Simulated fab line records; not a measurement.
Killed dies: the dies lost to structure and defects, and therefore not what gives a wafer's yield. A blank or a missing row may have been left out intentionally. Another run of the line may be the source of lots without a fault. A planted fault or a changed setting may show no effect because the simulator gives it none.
Matching of chambers ; flow nand_harc ; NHARC_A_ZERO_WELL_DESCUM_12 on rie_diel-03 has 4 sister chambers
The step chemistry O2, time 3 s. 4 wafers are shown with their chamber, then 9 later ones without.

EACH WAFER AND ITS CHAMBER
wafer;chamber;showerhead_plenum_p_Torr (Torr)
L611.6;1;1.80
L613.4;2;2.05
L615.2;0;2.02
L615.5;3;1.82

WAFERS WHOSE CHAMBER IS MISSING
wafer;showerhead_plenum_p_Torr (Torr)
L616.1;1.80
L616.5;2.05
L616.6;1.82
L617.1;2.02
L617.3;1.82
L617.5;1.80
L625.1;2.05
L625.3;1.80
L625.4;1.81

WHICH CHAMBER EACH ONE RAN IN
wafer;from the rows above;in truth
L616.1;1;1
L616.5;2;2
L616.6;3;3
L617.1;0;0
L617.3;3;3
L617.5;1;1
L625.1;2;2
L625.3;1;1
L625.4;can't be placed: 1 or 3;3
8 of 9 placed correctly. Unplaceable from these rows: 1, with the true chamber sitting among the candidates in 1. 0 placed wrongly.
How it was worked out, from the rows above alone: a wafer's distance from a chamber is the root of the sum, over the readings, of the square of ((its reading less the chamber's mean) divided by the reading's scatter). If the next closest chamber is less than 2 further off than the closest, the wafer can't be placed; otherwise it belongs to the closest. Each chamber's mean is taken over the wafers shown for it. The scatter: with one shown wafer a chamber, the root of the mean of the squares of how far each hidden wafer lies from its nearest shown one.
